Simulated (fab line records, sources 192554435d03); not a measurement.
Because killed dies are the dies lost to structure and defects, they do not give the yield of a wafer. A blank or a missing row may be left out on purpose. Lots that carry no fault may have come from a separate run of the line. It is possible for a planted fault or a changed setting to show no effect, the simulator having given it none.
fab line records ; flow n5-finfet
[record] lots = 10; wafers = 30; last-day = 17
route steps=1938 shown BEOL_M14@1757 PASSIVATION@1936
lots that met no fault: from a run of the same line without faults
start-h: hours from the record's opening day to when the first of the lot's shown wafers began ; wait-h: time in hours since the lot's previous step ; " unchanged from the row above ; L1.1+2: a single row standing in for several wafers ; - no value present, or no start provided ; * or withheld: withheld ; < > ~ a bound
route shown NAME@n: names a module that has steps shown in the file, with the first one's number in the route ; usual: the fault-free wafers' mean and standard deviation ; same: alike in all rows ; chamber/n: place in a boat ; sites: per-site readings ; _std_site: how widely they spread, as a standard deviation ; _edge_site: the outer-site mean with the inner-site mean subtracted ; radius-mm: how far each site lies from the wafer's centre ; mask NAME#n: copy n ; behind: tool/chamber where the wafer was last shaped ; hold: why the lot went on hold/how many hours it stayed there/how the hold came to an end ; device: transistor that didn't switch, given as n, p or np ; end of line: the same wafers' tests at the end of the route ; a step with no rows: only its recipe ; killed: dies that structure and defects cost at the first sort, which is not the same as the wafer's yield ; map: a wafer's dies, marking killed ones x, the rest . and places with no die _
set.NAME: the setting as run; set.NAME@STEP: as run at that earlier step ; model.NAME: the simulator's own value behind a step, which no gauge read
steps of the route over a sample of lots; a table a step, a row a wafer
services: the hour from which a tool's chamber was out of use, counted from the record's first day as start-h (under 0 if before that day), plus the number of hours and why
[[steps]]
[step N5_BEOL_M14_ETCH_38]
[recipe] chemistry = CF4/N2; target = SiCN; target-depth-a = 1065; taper-deg = 2; time-s = 120.6; ion-energy-ev = 150; mask-material = SiO2; pressure-mtorr = 40; source-w = 430; bias-w = 70; Ar_flow_sccm = 100; cf4-flow-sccm = 60; n2-flow-sccm = 60
[usual] bias-w = 70.01/0.21; drypump-motor-current-A = 5.7/0.33; oes-product-au = 0.80/0.11; rf-vpp-V = 382.4/2.2; showerhead-plenum-p-Torr = 2.21/0.083; throttle-valve-pct = 15.43/0.24
lot.wafer;tool;chamber;start-h;wait-h;bias-w;drypump-motor-current-A;oes-product-au;rf-hours-counter-h;rf-vpp-V;showerhead-plenum-p-Torr;throttle-valve-pct
L281.1;rie-diel-03;0;-;-;69.94;5.6;0.75;176;381.1;2.11;15.55
L281.2;rie-diel-03;3;-;-;70.37;5.9;0.82;75;385.5;2.32;15.32
L281.5;rie-diel-03;2;-;-;69.85;6.1;0.68;-;381.1;2.18;15.46
L282.1;rie-diel-02;0;-;-;70.13;5.6;0.65;249;381.0;2.18;15.54
L282.2;rie-diel-02;3;-;-;69.97;5.6;0.71;244;381.4;2.17;16.01
L282.3;rie-diel-02;2;-;-;70.02;5.4;1.00;3;379.3;2.17;15.02
L285.2;rie-diel-03;3;-;-;70.04;5.9;0.80;91;384.5;2.31;15.37
L285.3;rie-diel-03;1;-;-;69.73;5.3;0.69;233;383.5;2.26;15.57
L285.6;rie-diel-03;1;-;-;69.75;5.3;0.68;-;383.5;2.26;15.56
L288.1;rie-diel-02;2;-;-;70.19;5.4;0.98;15;381.8;2.17;15.04
L288.2;rie-diel-02;1;-;-;69.99;5.9;0.69;255;383.7;2.26;15.78
L288.6;rie-diel-02;2;-;-;69.98;5.4;0.96;-;382.6;2.17;15.06
L291.3;rie-diel-06;1;-;-;70.21;5.4;0.96;7;381.7;2.17;15.36
L291.5;rie-diel-06;1;-;-;69.85;5.4;0.96;-;381.1;2.17;15.36
L291.6;rie-diel-06;2;-;-;70.19;6.3;0.87;-;384.8;2.34;15.35
L293.1;rie-diel-06;2;-;-;70.07;6.3;0.86;50;385.4;2.34;15.33
L293.4;rie-diel-06;1;-;-;70.16;5.5;0.96;7;382.6;2.17;15.34
L293.5;rie-diel-06;1;-;-;70.37;5.4;0.95;-;380.1;2.17;15.36
L294.1;rie-diel-03;0;-;-;69.78;5.5;0.73;213;379.9;2.10;15.62
L294.2;rie-diel-03;3;-;-;70.10;5.9;0.78;113;386.8;2.30;15.42
L294.6;rie-diel-03;0;-;-;69.79;5.6;0.73;-;379.0;2.10;15.62
L299.1;rie-diel-06;3;-;-;70.32;5.2;0.69;239;381.3;2.08;15.38
L299.2;rie-diel-06;0;-;-;70.53;5.8;0.68;250;382.8;2.26;15.70
L299.4;rie-diel-06;1;-;-;69.69;5.4;0.93;17;381.8;2.17;15.37
L301.2;rie-diel-03;0;-;-;70.02;5.6;0.73;226;377.9;2.10;15.65
L301.5;rie-diel-03;0;-;-;70.37;5.6;0.72;-;379.0;2.10;15.66
L301.6;rie-diel-03;3;-;-;69.98;5.9;0.77;-;385.5;2.30;15.43
L302.1;rie-diel-02;1;-;-;69.86;5.9;0.94;21;383.4;2.25;15.30
L302.4;rie-diel-02;0;-;-;70.10;5.6;0.86;32;381.0;2.17;15.14
L302.6;rie-diel-02;2;-;-;69.95;5.4;0.90;-;379.3;2.16;15.14
[step N5_BEOL_M14_DEGAS_41]
[recipe] ambient = vacuum; temp-c = 300; time-s = 60
[usual] heater-power-w = 449/56
lot.wafer;tool;chamber;start-h;wait-h;heater-power-w
L281.1;pvd-sputter-02;-;254.02;0.4;408
L281.2;pvd-sputter-02;-;254.02;0.4;495
L281.5;pvd-sputter-02;-;254.02;0.4;376
L282.1;pvd-sputter-03;-;275.46;0.2;387
L282.2;pvd-sputter-03;-;275.46;0.2;480
L282.3;pvd-sputter-03;-;275.46;0.2;387
L285.2;pvd-sputter-03;-;287.87;0.1;376
L285.3;pvd-sputter-03;-;287.87;0.1;473
L285.6;pvd-sputter-03;-;287.87;0.1;382
L288.1;pvd-sputter-03;-;303.04;0.1;474
L288.2;pvd-sputter-03;-;303.04;0.1;543
L288.6;pvd-sputter-03;-;303.04;0.1;472
L291.3;pvd-sputter-02;-;337.07;0.3;521
L291.5;pvd-sputter-02;-;337.07;0.3;376
L291.6;pvd-sputter-02;-;337.07;0.3;483
L293.1;pvd-sputter-02;-;337.47;0.4;520
L293.4;pvd-sputter-02;-;337.47;0.4;370
L293.5;pvd-sputter-02;-;337.47;0.4;394
L294.1;pvd-sputter-02;-;351.50;0.4;379
L294.2;pvd-sputter-02;-;351.50;0.4;402
L294.6;pvd-sputter-02;-;351.50;0.4;493
L299.1;pvd-sputter-03;-;367.66;0.4;544
L299.2;pvd-sputter-03;-;367.66;0.4;391
L299.4;pvd-sputter-03;-;367.66;0.4;382
L301.2;pvd-sputter-03;-;387.82;0.3;483
L301.5;pvd-sputter-03;-;387.82;0.3;482
L301.6;pvd-sputter-03;-;387.82;0.3;379
L302.1;pvd-sputter-01;-;387.82;0.3;447
L302.4;pvd-sputter-01;-;387.82;0.3;443
L302.6;pvd-sputter-01;-;387.82;0.3;460
[step N5_BEOL_M14_SPUTTER_43]
[recipe] material = TaN; target-thk-a = 150; temp-c = 50; bias-v = 168.6; power-w = 15000; chamber-pressure-pa = 0.12; time-s = 24.19
[usual] throttle-valve-pct = 30.0/0.67
lot.wafer;tool;chamber;start-h;wait-h;throttle-valve-pct
L281.1;pvd-sputter-02;-;254.10;0.0;30.8
L281.2;pvd-sputter-02;-;254.10;0.0;30.2
L281.5;pvd-sputter-02;-;254.10;0.0;30.1
L282.1;pvd-sputter-03;-;275.54;0.0;30.1
L282.2;pvd-sputter-03;-;275.54;0.0;28.7
L282.3;pvd-sputter-03;-;275.54;0.0;30.9
L285.2;pvd-sputter-03;-;287.95;0.0;30.4
L285.3;pvd-sputter-03;-;287.95;0.0;28.7
L285.6;pvd-sputter-03;-;287.95;0.0;30.0
L288.1;pvd-sputter-03;-;303.12;0.0;28.7
L288.2;pvd-sputter-03;-;303.12;0.0;30.5
L288.6;pvd-sputter-03;-;303.12;0.0;28.4
L291.3;pvd-sputter-02;-;337.15;0.0;29.4
L291.5;pvd-sputter-02;-;337.15;0.0;29.9
L291.6;pvd-sputter-02;-;337.15;0.0;30.0
L293.1;pvd-sputter-02;-;337.55;0.0;29.0
L293.4;pvd-sputter-02;-;337.55;0.0;30.0
L293.5;pvd-sputter-02;-;337.55;0.0;30.8
L294.1;pvd-sputter-02;-;351.58;0.0;30.1
L294.2;pvd-sputter-02;-;351.58;0.0;30.5
L294.6;pvd-sputter-02;-;351.58;0.0;30.1
L299.1;pvd-sputter-03;-;367.74;0.0;30.5
L299.2;pvd-sputter-03;-;367.74;0.0;30.6
L299.4;pvd-sputter-03;-;367.74;0.0;30.1
L301.2;pvd-sputter-03;-;387.90;0.0;28.9
L301.5;pvd-sputter-03;-;387.90;0.0;28.6
L301.6;pvd-sputter-03;-;387.90;0.0;30.1
L302.1;pvd-sputter-01;-;387.90;0.0;29.3
L302.4;pvd-sputter-01;-;387.90;0.0;30.5
L302.6;pvd-sputter-01;-;387.90;0.0;30.6
[step N5_BEOL_M14_SPUTTER_44]
[recipe] material = Ta; target-thk-a = 150; temp-c = 50; bias-v = 80; power-w = 15000; chamber-pressure-pa = 0.07; time-s = 24.19
[usual] throttle-valve-pct = 30.1/0.7
lot.wafer;tool;chamber;start-h;wait-h;throttle-valve-pct
L281.1;pvd-sputter-02;-;254.18;0.0;30.8
L281.2;pvd-sputter-02;-;254.18;0.0;30.3
L281.5;pvd-sputter-02;-;254.18;0.0;30.0
L282.1;pvd-sputter-03;-;275.62;0.0;30.0
L282.2;pvd-sputter-03;-;275.62;0.0;28.5
L282.3;pvd-sputter-03;-;275.62;0.0;30.5
L285.2;pvd-sputter-03;-;288.03;0.0;30.5
L285.3;pvd-sputter-03;-;288.03;0.0;28.8
L285.6;pvd-sputter-03;-;288.03;0.0;30.0
L288.1;pvd-sputter-03;-;303.20;0.0;28.7
L288.2;pvd-sputter-03;-;303.20;0.0;30.6
L288.6;pvd-sputter-03;-;303.20;0.0;29.2
L291.3;pvd-sputter-02;-;337.23;0.0;29.2
L291.5;pvd-sputter-02;-;337.23;0.0;30.2
L291.6;pvd-sputter-02;-;337.23;0.0;30.0
L293.1;pvd-sputter-02;-;337.63;0.0;28.9
L293.4;pvd-sputter-02;-;337.63;0.0;30.2
L293.5;pvd-sputter-02;-;337.63;0.0;30.9
L294.1;pvd-sputter-02;-;351.66;0.0;30.2
L294.2;pvd-sputter-02;-;351.66;0.0;30.8
L294.6;pvd-sputter-02;-;351.66;0.0;30.1
L299.1;pvd-sputter-03;-;367.82;0.0;30.5
L299.2;pvd-sputter-03;-;367.82;0.0;30.5
L299.4;pvd-sputter-03;-;367.82;0.0;30.0
L301.2;pvd-sputter-03;-;387.98;0.0;28.6
L301.5;pvd-sputter-03;-;387.98;0.0;28.6
L301.6;pvd-sputter-03;-;387.98;0.0;30.1
L302.1;pvd-sputter-01;-;387.98;0.0;29.5
L302.4;pvd-sputter-01;-;387.98;0.0;30.6
L302.6;pvd-sputter-01;-;387.98;0.0;30.3
[step N5_BEOL_M14_CMP_49]
[recipe] stop-on = SiO2; t-overpolish-s = 5.2; down-force-psi = 2; platen-rpm = 80; clearing-platen-down-force-psi = 2; clearing-platen-rpm = 80; post-cmp-clean = cu-alkaline; target-thk-nm = 560; clearing-platen-pad-velocity-m-s = 1.5917; pad-velocity-m-s = 1.5917
[usual] barrier-field-endpoint-s = 11.3/0.31; motor-current-A = 7.6/0.61
lot.wafer;tool;chamber;start-h;wait-h;barrier-field-endpoint-s;motor-current-A
L281.1;cmp-04;3;254.90;0.3;10.9;6.4
L281.2;cmp-04;0;254.90;0.3;11.1;7.5
L281.5;cmp-04;2;254.90;0.3;11.1;7.8
L282.1;cmp-04;2;276.36;0.3;11.3;7.6
L282.3;cmp-04;3;276.36;0.3;11.5;6.5
L282.2;cmp-04;0;276.36;0.3;11.6;7.5
L285.2;cmp-02;3;288.71;0.2;11.7;6.9
L285.3;cmp-02;1;288.71;0.2;11.7;8.2
L285.6;cmp-02;0;288.71;0.2;12.0;7.7
L288.1;cmp-01;2;303.96;0.3;11.4;8.2
L288.2;cmp-01;3;303.96;0.3;11.8;7.6
L288.6;cmp-01;0;303.96;0.3;11.5;7.0
L291.3;cmp-02;2;338.03;0.3;11.4;8.3
L291.5;cmp-02;3;338.03;0.3;11.1;7.4
L291.6;cmp-02;0;338.03;0.3;11.3;7.6
L293.1;cmp-01;2;338.35;0.3;11.5;8.2
L293.4;cmp-01;0;338.35;0.3;11.7;7.3
L293.5;cmp-01;1;338.35;0.3;11.6;7.5
L294.1;cmp-02;0;352.80;0.3;11.1;8.1
L294.2;cmp-02;2;352.80;0.3;13.9;8.2
L294.6;cmp-02;0;352.80;0.3;11.3;7.7
L299.2;cmp-04;1;368.50;0.2;11.0;7.6
L299.4;cmp-04;2;368.50;0.2;11.4;7.5
L299.1;cmp-04;0;368.50;0.2;11.5;7.5
L302.4;cmp-04;2;388.67;0.1;11.2;7.5
L302.1;cmp-04;3;388.67;0.1;10.8;6.6
L302.6;cmp-04;3;388.67;0.1;11.2;6.2
L301.2;cmp-02;1;388.73;0.3;11.5;8.4
L301.6;cmp-02;3;388.73;0.3;11.2;7.2
L301.5;cmp-02;0;388.73;0.3;11.2;7.7
[step N5_PASSIVATION_PROBE_49]
[usual] defect-limited-yield = 91.4/1.5; killed_at_M0_to_M3 = 34/12; killed_at_M4_up = 12/4.9; killed-at-contacts = 13/7.2; killed-at-front-end = 39/12; killed-at-other = 3.7/2.9; killed-dies = 101/18; killed-open = 67/14; killed-short = 33/7.2; sort_bin_5_function = 5.1/0.97; sort_bin_6_memory = 3.2/0.67; sort-n-pass = 1079/17; sort-yield-pct = 91.4/1.5
[same] gross-dies = 1180; killed-at-back-side = 0; sort_bin_4_leakage[%] = 0; sort_bin_8_speed[%] = 0
lot.wafer;tool;chamber;start-h;wait-h;defect-limited-yield[%];killed_at_M0_to_M3;killed_at_M4_up;killed-at-contacts;killed-at-front-end;killed-at-other;killed-dies;killed-open;killed-short;sort_bin_5_function[%];sort_bin_6_memory[%];sort-n-pass;sort-yield-pct[%]
L294.1;prober-01;-;373.71;0.0;91.2;30;16;16;40;2;104;70;34;6.1;2.5;1076;91.2
L294.2;prober-01;-;373.76;0.1;90.8;38;19;6;39;6;108;60;48;5.3;3.4;1072;90.8
L294.6;prober-01;-;373.96;0.3;91.9;30;5;7;51;2;95;58;37;4.5;3.3;1085;91.9
// killed by level:class
L294.1 BEOL_M4:geometric-particle:open=13 FIN_SAQP:geometric-particle:open=12 MOL_CONTACT_COAG:geometric-particle:open=10 BEOL_M2:geometric-particle:open=10 BEOL_M0_SAQP:geometric-particle:short=7 GATE_CUT:geometric-particle:short=6 MOL_CONTACT_COAG:geometric-particle:short=6 FIN_SAQP:geometric-particle:short=5
L294.2 FIN_SAQP:geometric-particle:open=10 BEOL_M4:geometric-particle:open=10 BEOL_M0_SAQP:geometric-particle:short=9 BEOL_M2:geometric-particle:open=9 FIN_SAQP:geometric-particle:short=7 STI_FIN_REVEAL:geometric-particle:open=7 GATE_CUT:geometric-particle:short=5 MOL_CONTACT_COAG:geometric-particle:open=5
L294.6 STI_FIN_REVEAL:geometric-particle:open=10 FIN_SAQP:geometric-particle:short=9 FIN_SAQP:geometric-particle:open=9 BEOL_M2:geometric-particle:open=8 GATE_CUT:geometric-particle:short=7 MOL_CONTACT_COAG:geometric-particle:open=7 BEOL_M3:geometric-particle:short=6 GATE_CUT:geometric-particle:open=5
[[services]]
tool;chamber;start-h;hours;kind
cmp-04;-;229.62;-;consumable-replace:conditioner
cmp-04;-;229.62;-;consumable-replace:pad
cmp-02;-;244.99;0.4;repair
rie-diel-03;2;256.56;-;clean
rie-diel-03;2;256.56;-;consumable-replace:focus-ring
rie-diel-03;2;256.56;32.4;scheduled-down
rie-diel-03;2;256.56;32.4;vent-cycle
cmp-04;-;264.91;0.9;repair
cmp-01;-;265.48;1.2;repair
rie-diel-06;2;279.68;6.7;repair
cmp-02;-;300.87;5.9;repair
cmp-04;-;316.35;4.8;pm
cmp-01;-;327.64;3.1;repair
cmp-04;-;337.47;0.8;repair
rie-diel-03;1;337.73;-;clean
rie-diel-03;1;337.73;-;consumable-replace:focus-ring
rie-diel-03;1;337.73;17.7;scheduled-down
rie-diel-03;1;337.73;17.7;vent-cycle
cmp-01;-;350.40;4.0;pm
cmp-02;-;353.52;3.4;pm
rie-diel-03;-;355.55;2.2;repair
cmp-02;-;373.91;3.8;pm
cmp-01;-;379.13;1.4;repair
cmp-01;-;385.64;6.1;pm
[[key]]
[first-sign] step = N5_BEOL_M14_CMP_49; reading = barrier-field-endpoint-s; direction = up; sigmas = 8.3; usual = 11.3; struck = 13.9
effect none on later readings
met-at N5_BEOL_M14_SPUTTER_43
struck-lots L294
struck-wafers L294.2
not-acting-at N5_BEOL_M14_ETCH_38,N5_BEOL_M14_DEGAS_41,N5_BEOL_M14_SPUTTER_44
onset-between 337.55 351.58
[fault] kind = process-parameter-drift; tool = pvd-sputter-02; chamber = -; onset-h = 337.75; steps = N5_BEOL_M14_SPUTTER_43; channel = time-s; offset = *; shape = step; end-h = 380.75; acts-in = *; stated = *; scope = struck-wafers-only
